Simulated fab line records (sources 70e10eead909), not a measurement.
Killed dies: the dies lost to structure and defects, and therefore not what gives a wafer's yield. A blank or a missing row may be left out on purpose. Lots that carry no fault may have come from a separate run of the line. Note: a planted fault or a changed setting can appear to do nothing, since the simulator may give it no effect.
fab line records	flow nand-harc
[record] lots = 7	wafers = 21	last-day = 23
route steps=1159 shown THIN_TSV@1144 END@1159
lots that met no fault: from a run of the same line without faults
start-h: start of the lot's first displayed wafer, in hours after the record's first day	wait-h: time in hours since the lot's previous step	" as in the row above	L1.1+2: several wafers, shown together as one row	- no value present, or no start provided	* or withheld: withheld	< > ~ a bound
route shown NAME@n: names a module that has steps shown in the file, with the first one's number in the route	usual: mean/standard deviation of fault-free wafers	same: alike in all rows	chamber/n: place in a boat	sites: each site's reading	_std_site: standard deviation of those values	_edge_site: mean of outer sites minus mean of inner sites	radius-mm: for every site, how far away it sits from the centre of the wafer	mask NAME#n: copy n	behind: the tool/chamber that last shaped the wafer	hold: reason for holding the lot/hours on hold/outcome of the hold	device: the n, p or np transistor that did not switch	end of line: the same wafers' tests at the end of the route	a step without rows: its recipe alone	killed: dies that structure and defects cost at the first sort, which is not the same as the wafer's yield	map: dies across one wafer; x = killed, . = not, _ = none there
set.NAME: the setting that was run; set.NAME@STEP: the one run at that earlier step	model.NAME: the simulator's own value behind a step, which no gauge read
lots at some steps of the route; a table a step, a row a wafer
services: when a tool's chamber went out of use (start-h, in hours from the record's first day, below 0 if earlier), for how many hours, and the reason
[[steps]]
[step NHARC_THIN_TSV_EBR_29]
[step NHARC_THIN_TSV_EXPOSE_30]
[recipe] na = 0.55	dose-mj = 11.47	mask-id = PAD
[step NHARC_THIN_TSV_PEB_31]
[recipe] peb-temp-c = 118	peb-time-s = 85
[step NHARC_THIN_TSV_DEVELOP_32]
[recipe] time-s = 70
[step NHARC_THIN_TSV_CD_MEAS_33]
[recipe] target-cd-nm = 5000	landing-energy-ev = 500
[usual] cd-nm = 4999.8/1.9
lot.wafer	tool	chamber	start-h	wait-h	cd-nm
L266.2	cd-sem-02	0	460.98	-	4998.1
L266.4	"	0	"	"	4997.4
L266.6	"	0	"	"	4997.6
L270.1	cd-sem-01	0	466.13	-	5002.7
L270.2	"	0	"	"	5001.1
L270.5	"	0	"	"	5002.1
L271.2	cd-sem-01	0	491.19	-	5000.1
L271.3	"	0	"	"	5000.4
L271.6	"	0	"	"	5000.5
L273.2	cd-sem-02	0	492.35	-	4999.9
L273.3	"	0	"	"	5000.3
L273.6	"	0	"	"	4998.4
L272.1	cd-sem-03	0	493.71	-	4996.7
L272.3	"	0	"	"	4996.7
L272.6	"	0	"	"	4996.8
L279.1	cd-sem-01	0	535.82	-	4997.4
L279.3	"	0	"	"	4998.7
L279.6	"	0	"	"	4997.8
L284.1	cd-sem-02	0	547.99	-	5000.2
L284.3	"	0	"	"	5000.9
L284.5	"	0	"	"	5000.6
[step NHARC_THIN_TSV_HARDBAKE_34]
[recipe] temp-c = 125	time-s = 80
[step NHARC_THIN_TSV_DESCUM_35]
[recipe] time-s = 3	o2-flow-sccm = 200	ar-flow-sccm = 0	bias-power-w = 0	chemistry = O2
[usual] drypump-motor-current-A = 5.5/0.41	oes-product-au = 1.003/0.0086	rf-vpp-V = 57.6/0.86	showerhead-plenum-p-Torr = 1.88/0.07	throttle-valve-pct = 11.313/0.0092
lot.wafer	tool	chamber	start-h	wait-h	drypump-motor-current-A	oes-product-au	rf-hours-counter-h	rf-vpp-V	showerhead-plenum-p-Torr	throttle-valve-pct
L266.2	rie-diel-02	1	461.16	-	5.8	1.001	14	58.1	1.87	11.311
L266.4	"	2	"	"	5.3	0.989	16	56.2	1.77	11.321
L266.6	"	3	"	"	5.9	1.009	-	57.6	1.85	11.318
L270.2	rie-diel-02	2	466.31	-	5.3	1.000	16	57.7	1.77	11.320
L270.1	"	3	"	"	5.9	1.002	15	58.3	1.85	11.328
L270.5	"	1	"	"	5.8	1.004	-	57.6	1.87	11.311
L271.3	rie-diel-10	0	491.36	-	5.0	1.005	10	58.6	2.01	11.307
L271.2	"	1	"	"	5.6	1.000	10	57.8	1.83	11.303
L271.6	"	3	"	"	5.0	1.005	-	58.2	1.91	11.304
L273.3	rie-diel-08	0	492.53	-	5.6	0.990	1	57.0	1.94	11.302
L273.2	"	1	"	"	5.3	1.000	1	56.7	1.81	11.303
L273.6	"	2	"	"	6.0	0.981	-	57.6	1.93	11.314
L272.1	rie-diel-10	2	493.89	-	6.4	0.994	8	58.5	1.98	11.326
L272.3	"	3	"	"	5.0	1.005	9	58.7	1.91	11.308
L272.6	"	1	"	"	5.6	0.989	-	58.3	1.83	11.296
L279.3	rie-diel-02	0	535.98	-	5.2	0.990	3	57.8	1.83	11.310
L279.1	"	3	"	"	5.9	1.010	3	55.6	1.85	11.301
L279.6	"	0	"	"	5.2	1.007	-	57.1	1.83	11.299
L284.1	rie-diel-10	2	548.15	-	6.4	1.007	1	56.2	1.98	11.313
L284.3	"	1	"	"	5.6	0.999	0	56.2	1.83	11.299
L284.5	"	3	"	"	5.0	1.016	-	58.5	1.91	11.326
[step NHARC_THIN_TSV_ETCH_59]
[recipe] target-depth-a = 8800	icp-w = 900	bias-w = 100	Cl2_flow_sccm = 60	bcl3-flow-sccm = 30	time-s = 138.1	chemistry = Cl2/BCl3
[usual] drypump-motor-current-A = 5.9/0.45	he-backside-leak-sccm = 3.4/0.32	oes-product-au = 1.003/0.0077	throttle-valve-pct = 22.265/0.0092
lot.wafer	tool	chamber	start-h	wait-h	drypump-motor-current-A	he-backside-leak-sccm	oes-product-au	rf-hours-counter-h	throttle-valve-pct
L266.2	rie-metal-01	0	461.34	0.2	5.7	3.4	1.017	-	22.269
L266.4	"	0	"	"	5.7	3.6	1.008	-	22.262
L266.6	"	0	"	"	5.7	3.6	1.018	-	22.263
L270.1	rie-metal-01	0	466.43	0.1	5.7	3.5	1.003	4.5	22.260
L270.2	"	1	"	"	5.9	3.5	0.993	3.3	22.259
L270.5	"	1	"	"	5.9	3.4	1.004	-	22.266
L271.2	rie-metal-02	0	491.48	0.1	5.5	3.2	1.008	2.7	22.247
L271.3	"	0	"	"	5.5	3.1	1.000	-	22.267
L271.6	"	0	"	"	5.5	3.2	1.002	-	22.264
L273.2	rie-metal-01	0	492.68	0.1	5.7	3.5	1.006	5.1	22.271
L273.3	"	0	"	"	5.7	3.3	1.013	-	22.255
L273.6	"	0	"	"	5.7	3.4	1.008	-	22.248
L272.1	rie-metal-03	1	494.04	0.1	6.8	3.3	0.991	0.7	22.269
L272.3	"	1	"	"	6.8	3.2	1.004	-	22.281
L272.6	"	1	"	"	6.8	3.3	1.002	-	22.265
L279.1	rie-metal-03	1	536.14	0.1	6.8	3.2	0.992	1.7	22.279
L279.3	"	1	"	"	6.8	3.3	1.002	-	22.265
L279.6	"	0	"	"	6.1	3.0	0.998	-	22.259
L284.1	rie-metal-01	1	548.28	0.1	5.9	3.3	1.000	1.2	22.273
L284.3	"	0	"	"	5.7	3.7	1.009	-	22.270
L284.5	"	0	"	"	5.7	3.5	0.997	-	22.252
[step NHARC_THIN_TSV_ETCH_36]
[recipe] target-depth-a = 650	over-etch-frac = 0.3	time-s = 18.571	ion-energy-ev = 150	chemistry = Cl2/BCl3
[usual] drypump-motor-current-A = 5.9/0.45	he-backside-leak-sccm = 3.4/0.36	oes-product-au = 1.003/0.0072
lot.wafer	tool	chamber	start-h	wait-h	drypump-motor-current-A	he-backside-leak-sccm	oes-product-au	rf-hours-counter-h
L266.2	rie-metal-01	0	461.76	0.3	5.7	3.6	1.016	-
L266.4	"	0	"	"	5.7	3.4	1.016	-
L266.6	"	0	"	"	5.7	3.4	1.014	-
L270.2	rie-metal-01	0	466.69	0.2	5.7	3.4	1.014	4.7
L270.1	"	1	"	"	5.9	3.4	1.008	3.4
L270.5	"	0	"	"	5.7	3.5	1.008	-
L271.2	rie-metal-02	0	491.74	0.2	5.5	3.0	1.007	2.9
L271.3	"	1	"	"	5.4	3.5	0.996	-
L271.6	"	1	"	"	5.4	3.5	1.003	-
L273.2	rie-metal-01	0	492.97	0.2	5.7	3.7	1.021	5.2
L273.3	"	1	"	"	5.9	3.2	1.004	-
L273.6	"	1	"	"	5.9	3.6	1.007	-
L272.1	rie-metal-03	0	494.26	0.2	6.0	3.1	1.004	0.8
L272.3	"	1	"	"	6.8	3.3	0.988	-
L272.6	"	1	"	"	6.8	3.3	1.000	-
L279.1	rie-metal-03	1	536.36	0.2	6.8	3.1	1.010	1.8
L279.3	"	1	"	"	6.8	3.1	1.002	-
L279.6	"	1	"	"	6.8	3.1	1.000	-
L284.1	rie-metal-01	1	548.54	0.2	5.9	3.4	1.002	1.4
L284.3	"	1	"	"	5.9	3.3	1.008	-
L284.5	"	0	"	"	5.7	3.6	0.992	-
[step NHARC_THIN_TSV_STRIP_56]
[recipe] power-w = 1500	temp-c = 250	chemistry = O2
[usual] drypump-motor-current-A = 6.1/0.31	heater-power-w = 318/17	rf-refl-power-W = 17.3/2.9
lot.wafer	tool	chamber	start-h	wait-h	drypump-motor-current-A	heater-power-w	rf-hours-counter-h	rf-refl-power-W
L266.2	plasma-asher-02	1	461.88	0.1	6.6	296	33	20.8
L266.4	"	0	"	"	6.0	309	-	16.1
L266.6	"	0	"	"	6.0	306	-	16.0
L270.2	plasma-asher-01	1	466.79	0.1	5.8	322	2	18.0
L270.1	"	0	"	"	5.8	340	2	14.4
L270.5	"	1	"	"	5.8	315	-	18.3
L271.2	plasma-asher-01	0	492.10	0.4	5.8	343	10	14.6
L271.3	"	0	"	"	5.8	344	-	14.5
L271.6	"	0	"	"	5.8	350	-	13.3
L273.2	plasma-asher-02	0	493.12	0.2	6.0	310	45	15.9
L273.3	"	1	"	"	6.6	296	-	21.4
L273.6	"	1	"	"	6.6	303	-	22.0
L272.1	plasma-asher-02	1	494.36	0.1	6.6	299	46	21.2
L272.3	"	0	"	"	5.9	302	-	15.5
L272.6	"	0	"	"	5.9	306	-	15.9
L279.1	plasma-asher-02	1	536.46	0.1	6.6	301	59	-
L279.3	"	1	"	"	6.6	301	-	-
L279.6	"	1	"	"	6.6	300	-	-
L284.1	plasma-asher-02	0	548.64	0.1	6.0	297	1	15.6
L284.3	"	1	"	"	6.6	299	-	21.8
L284.5	"	1	"	"	6.6	305	-	22.0
[step NHARC_THIN_TSV_STRIP_57]
[recipe] time-s = 1200	temp-c = 72.5	chemistry = post-etch-residue-remover
[step NHARC_THIN_TSV_CD_MEAS_37]
[usual] cd-nm = 4999.0/2.5
lot.wafer	tool	chamber	start-h	wait-h	cd-nm
L266.2	cd-sem-02	-	462.69	-	4997.0
L266.4	"	-	"	"	4994.1
L266.6	"	-	"	"	4997.0
L270.1	cd-sem-02	-	467.58	-	5000.9
L270.2	"	-	"	"	4999.3
L270.5	"	-	"	"	5002.6
L271.2	cd-sem-01	-	492.91	-	4997.4
L271.3	"	-	"	"	4997.5
L271.6	"	-	"	"	4998.7
L273.2	cd-sem-02	-	493.87	-	5000.3
L273.3	"	-	"	"	4998.4
L273.6	"	-	"	"	4995.5
L272.1	cd-sem-03	-	495.15	-	4994.1
L272.3	"	-	"	"	4993.9
L272.6	"	-	"	"	4995.5
L279.1	cd-sem-03	-	537.25	-	4999.0
L279.3	"	-	"	"	5000.2
L279.6	"	-	"	"	5001.5
L284.1	cd-sem-02	-	549.43	-	4998.3
L284.3	"	-	"	"	4999.6
L284.5	"	-	"	"	5000.4
[step NHARC_THIN_TSV_ANNEAL_58]
[recipe] temp-c = 400	time-s = 1800
[usual] spike-tc-bottom-C = 421.9/2.1	spike-tc-centre-C = 400.7/1.3	spike-tc-lower-C = 400.2/0.95	spike-tc-top-C = 429.7/1.9	spike-tc-upper-C = 401.1/1.3	zone-power-bottom-pct = 6.7/0.37
lot.wafer	tool	chamber	start-h	wait-h	spike-tc-bottom-C	spike-tc-centre-C	spike-tc-lower-C	spike-tc-top-C	spike-tc-upper-C	zone-power-bottom-pct
L266.2	furnace-04	0	464.70	2.0	425.2	399.3	402.2	431.4	402.1	6.0
L266.4	"	0	"	"	425.6	401.8	399.3	431.4	400.9	6.1
L266.6	"	0	"	"	424.8	399.2	399.9	432.7	401.7	6.1
L270.1	furnace-03	0	470.58	3.0	420.7	400.1	400.6	429.2	402.2	6.8
L270.2	"	0	"	"	418.6	401.9	400.3	428.6	402.3	6.9
L270.5	"	0	"	"	421.9	402.0	399.9	430.0	403.1	6.8
L271.2	furnace-03	0	497.58	4.7	448.9	427.3	426.9	454.3	428.1	7.6
L271.3	"	0	"	"	445.2	427.5	427.4	452.7	427.4	7.7
L271.6	"	0	"	"	449.4	426.9	429.2	454.3	428.7	7.6
L272.1	furnace-03	0	497.58	2.4	448.3	429.0	427.2	453.8	428.3	7.7
L272.3	"	0	"	"	447.9	426.1	426.5	455.8	429.0	7.7
L272.6	"	0	"	"	447.2	426.6	427.8	454.4	428.6	7.7
L273.2	furnace-03	0	497.58	3.7	446.4	428.3	427.4	453.9	429.3	7.8
L273.3	"	0	"	"	448.3	426.8	427.7	454.9	428.3	7.8
L273.6	"	0	"	"	447.7	428.8	428.0	453.3	428.9	7.6
L279.1	furnace-04	0	540.45	3.2	424.0	399.3	401.1	431.5	402.0	6.1
L279.3	"	0	"	"	424.7	400.8	399.9	432.2	402.0	6.2
L279.6	"	0	"	"	423.7	398.3	398.6	431.8	400.0	6.1
L284.1	furnace-04	0	551.45	2.0	426.8	399.6	400.6	432.3	400.4	6.0
L284.3	"	0	"	"	425.6	398.7	399.8	429.4	400.6	6.0
L284.5	"	0	"	"	425.1	398.4	401.1	431.3	402.1	6.2
[step NHARC_THIN_TSV_INSPECT_40]
[usual] raw-defect-count = 452/75
lot.wafer	tool	chamber	start-h	wait-h	raw-defect-count
L266.2	defect-inspect-01	-	466.16	0.4	326
L266.4	"	-	"	"	381
L266.6	"	-	"	"	446
L270.1	defect-inspect-02	-	472.02	0.4	479
L270.2	"	-	"	"	409
L270.5	"	-	"	"	420
L272.1	defect-inspect-01	-	499.04	0.4	587
L272.3	"	-	"	"	444
L272.6	"	-	"	"	560
L271.2	defect-inspect-02	-	499.04	0.4	625
L271.3	"	-	"	"	497
L271.6	"	-	"	"	545
L273.2	defect-inspect-02	-	499.05	0.4	441
L273.3	"	-	"	"	449
L273.6	"	-	"	"	446
L279.1	defect-inspect-02	-	541.90	0.4	492
L279.3	"	-	"	"	405
L279.6	"	-	"	"	488
L284.1	defect-inspect-02	-	552.89	0.4	370
L284.3	"	-	"	"	398
L284.5	"	-	"	"	472
[step NHARC_END_SORT_01]
[recipe] temp-c = 25
[usual] defect-limited-yield = 95.7/1.5	killed-at-array = 25/9.8	killed-at-other = 0.8/1.1	killed-at-periphery = 3.3/2.1	killed-dies = 29/10	killed-open = 3.3/1.8	killed-short = 1.9/1.4	sort_bin_2_pct = 1.3/0.6	sort_bin_3_pct = 0.25/0.23	sort_bin_4_pct = 2.8/0.97	sort-n-pass = 648/10	sort-rim-yield-pct = 95/3.2	sort-yield-pct = 95.7/1.5
[same] gross-dies = 677	sort_bin_5_pct[%] = 0	sort_bin_6_pct[%] = 0	sort_bin_7_pct[%] = 0	sort_bin_8_pct[%] = 0	sort-rim-n-gross = 106.00
lot.wafer	tool	chamber	start-h	wait-h	defect-limited-yield[%]	killed-at-array	killed-at-other	killed-at-periphery	killed-dies	killed-open	killed-short	sort_bin_2_pct[%]	sort_bin_3_pct[%]	sort_bin_4_pct[%]	sort-n-pass	sort-rim-yield-pct[%]	sort-yield-pct[%]
L266.4	prober-02	0	482.72	3.4	97.9	9	0	5	14	2	2	0.6	0.15	1.3	663	92	97.9
L266.6	prober-02	0	484.35	4.1	97.6	15	1	0	16	2	1	0.7	0.30	1.3	661	97	97.6
L273.2	prober-02	0	502.85	2.8	96.0	22	1	4	27	6	1	1.5	0	2.5	650	94	96.0
L273.3	prober-02	0	503.65	3.1	95.7	23	1	5	29	2	4	0.9	0.30	3.1	648	95	95.7
L273.6	prober-02	0	506.05	4.0	95.4	23	2	6	31	3	7	0.7	0.15	3.7	646	91	95.4
L271.2	prober-01	0	502.91	2.8	96.3	19	0	6	25	2	4	0.7	0.15	2.8	652	95	96.3
L271.3	prober-01	0	503.70	3.1	95.7	22	0	7	29	1	2	1.5	0	2.8	648	95	95.7
L271.6	prober-01	0	506.08	4.0	97.0	14	0	6	20	4	0	1.5	0.15	1.3	657	94	97.0
L272.1	prober-02	0	509.85	2.5	95.1	27	4	2	33	4	1	1.6	0	3.2	644	88	95.1
L272.3	prober-02	0	511.45	3.1	92.5	42	6	3	51	4	3	2.8	0.44	4.3	626	97	92.5
L272.6	prober-02	0	513.84	4.0	94.2	31	1	7	39	5	3	1.5	0.59	3.7	638	92	94.2
L279.1	prober-02	0	548.27	2.5	93.6	41	0	2	43	2	2	1.8	0.74	3.8	634	92	93.6
L279.3	prober-02	0	549.85	3.1	94.2	34	0	5	39	3	2	2.5	0.30	3.0	638	92	94.2
L279.6	prober-02	0	552.21	3.9	95.1	32	0	1	33	0	0	1.5	0.44	3.0	644	90	95.1
// killed by level:class
L266.4 A_STAIRCASE:chamber-film-flake=3 A_CONTACT:chamber-film-flake=3 P_M0:geometric-particle:open=2 P_ZERO_WELL:chamber-film-flake=2 A_CHANNEL_HOLE_D1:chamber-film-flake=2 P_M1:geometric-particle:short=1 A_SGD_CUT:geometric-particle:short=1
L266.6 A_SLIT:chamber-film-flake=4 A_CONTACT:chamber-film-flake=3 A_BONDPAD:chamber-film-flake=3 A_SOURCE_PLATE:geometric-particle:short=1 A_CONTACT:geometric-particle:open=1 A_BLC:geometric-particle:open=1 A_CHANNEL_HOLE_D1:chamber-film-flake=1 A_STAIRCASE:chamber-film-flake=1
L273.2 A_CHANNEL_HOLE_D1:chamber-film-flake=8 A_STAIRCASE:chamber-film-flake=4 A_CONTACT:geometric-particle:open=2 P_ZERO_WELL:chamber-film-flake=2 A_SGD_CUT:chamber-film-flake=2 A_CONTACT:chamber-film-flake=2 P_M0:geometric-particle:short=1 P_M1:geometric-particle:open=1
L271.2 A_STAIRCASE:chamber-film-flake=4 A_CHANNEL_HOLE_D1:chamber-film-flake=3 A_CONTACT:chamber-film-flake=3 P_GATE:chamber-film-flake=2 P_CONTACT:chamber-film-flake=2 A_CHANNEL_FILL_D1:chamber-film-flake=2 P_M0:geometric-particle:open=1 A_SOURCE_PLATE:geometric-particle:short=1
L273.3 A_STAIRCASE:chamber-film-flake=8 A_CHANNEL_HOLE_D1:chamber-film-flake=5 A_CONTACT:chamber-film-flake=3 P_ZERO_WELL:chamber-film-flake=2 P_GATE:chamber-film-flake=2 P_STI:geometric-particle:short=1 A_SOURCE_PLATE:geometric-particle:short=1 A_ONON_D1:geometric-particle:open=1
L271.3 A_CONTACT:chamber-film-flake=9 P_CONTACT:chamber-film-flake=6 A_CHANNEL_HOLE_D1:chamber-film-flake=4 A_STAIRCASE:chamber-film-flake=3 A_CHANNEL_FILL_D1:chamber-film-flake=2 A_CHANNEL_FILL_D1:geometric-particle:short=1 A_CONTACT:geometric-particle:short=1 A_BLC:geometric-particle:open=1
L273.6 A_CONTACT:chamber-film-flake=5 A_SGD_CUT:chamber-film-flake=4 A_STAIRCASE:chamber-film-flake=3 A_CHANNEL_FILL_D1:geometric-particle:open=2 P_CONTACT:chamber-film-flake=2 A_CHANNEL_HOLE_D1:chamber-film-flake=2 THIN_TSV:chamber-film-flake=2 P_CONTACT:geometric-particle:short=1
L271.6 P_CONTACT:chamber-film-flake=3 A_STAIRCASE:chamber-film-flake=3 A_CHANNEL_FILL_D1:geometric-particle:open=2 A_CONTACT:geometric-particle:open=2 P_GATE:chamber-film-flake=2 A_CHANNEL_HOLE_D1:chamber-film-flake=2 A_CHANNEL_FILL_D1:chamber-film-flake=2 A_CONTACT:chamber-film-flake=2
L272.1 A_SLIT:chamber-film-flake=11 A_CHANNEL_HOLE_D1:chamber-film-flake=7 A_CONTACT:chamber-film-flake=4 THIN_TSV:chamber-film-flake=3 P_GATE:geometric-particle:open=1 A_ONON_D1:geometric-particle:open=1 A_SGD_CUT:geometric-particle:open=1 A_SGD_CUT:geometric-particle:short=1
L272.3 A_SLIT:chamber-film-flake=15 A_CHANNEL_HOLE_D1:chamber-film-flake=12 A_CONTACT:chamber-film-flake=6 THIN_TSV:chamber-film-flake=6 A_WL_FILL:geometric-particle:short=2 P_M0:geometric-particle:open=1 A_ONON_D1:geometric-particle:open=1 A_WL_FILL:geometric-particle:open=1
L272.6 A_SLIT:chamber-film-flake=13 A_CHANNEL_HOLE_D1:chamber-film-flake=10 P_STI:chamber-film-flake=3 P_GATE:geometric-particle:open=2 P_CONTACT:geometric-particle:open=1 P_M1:geometric-particle:open=1 A_SOURCE_PLATE:geometric-particle:open=1 A_CHANNEL_HOLE_D1:geometric-particle:short=1
L279.1 A_SLIT:chamber-film-flake=20 A_CHANNEL_HOLE_D1:chamber-film-flake=11 A_STAIRCASE:chamber-film-flake=3 A_CONTACT:chamber-film-flake=3 P_M0:geometric-particle:open=1 A_SGD_CUT:geometric-particle:short=1 A_WL_FILL:geometric-particle:short=1 A_CONTACT:geometric-particle:open=1
L279.3 A_SLIT:chamber-film-flake=15 A_CHANNEL_HOLE_D1:chamber-film-flake=9 P_STI:chamber-film-flake=4 A_CONTACT:chamber-film-flake=4 A_CHANNEL_FILL_D1:geometric-particle:short=2 P_CONTACT:geometric-particle:open=1 A_ONON_D1:geometric-particle:open=1 A_CHANNEL_FILL_D1:geometric-particle:open=1
L279.6 A_CHANNEL_HOLE_D1:chamber-film-flake=17 A_SLIT:chamber-film-flake=9 A_STAIRCASE:chamber-film-flake=4 P_STI:chamber-film-flake=1 A_CONTACT:chamber-film-flake=1 A_M1:chamber-film-flake=1
[[services]]
tool	chamber	start-h	hours	kind
rie-metal-01	1	448.59	15.4	repair
rie-diel-02	3	451.06	3.0	repair
plasma-asher-01	-	453.00	9.0	pm
rie-metal-03	-	453.00	9.0	pm
rie-metal-03	0	453.00	9.0	vent-cycle
rie-diel-02	1	456.85	2.5	repair
rie-diel-08	-	478.82	9.0	pm
plasma-asher-01	-	484.49	3.4	repair
rie-diel-02	0	492.53	2.7	repair
rie-diel-02	1	495.84	4.4	repair
rie-diel-02	-	504.86	9.0	pm
rie-metal-01	-	509.00	9.0	pm
rie-metal-01	0	509.00	9.0	vent-cycle
rie-metal-01	1	509.00	9.0	vent-cycle
rie-metal-01	0	518.00	-	clean
rie-metal-01	1	518.00	-	clean
rie-diel-10	-	530.53	9.0	pm
plasma-asher-02	-	537.55	9.0	pm
plasma-asher-02	0	537.55	9.0	vent-cycle
plasma-asher-02	1	537.55	9.0	vent-cycle
rie-diel-02	0	542.04	8.0	repair
plasma-asher-02	0	546.55	-	clean
plasma-asher-02	1	546.55	-	clean
rie-diel-02	2	550.23	3.1	repair
[[key]]
[first-sign] step = NHARC_THIN_TSV_ANNEAL_58	reading = spike-tc-lower-C	direction = up	sigmas = 29	usual = 400.2	struck = 427.6
[effect] step = NHARC_THIN_TSV_ANNEAL_58	reading = spike-tc-upper-C	direction = up	sigmas = 22	usual = 401.1	struck = 428.5
met-at NHARC_THIN_TSV_ANNEAL_58
struck-wafers L271.2,L271.3,L271.6,L272.1,L272.3,L272.6,L273.2,L273.3,L273.6
onset-between 470.58 497.58
[fault] kind = process-parameter-drift	tool = furnace-03	chamber = -	onset-h = 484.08	steps = NHARC_THIN_TSV_ANNEAL_58	channel = temp-c	offset = *	shape = step	end-h = 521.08	acts-in = *	stated = *
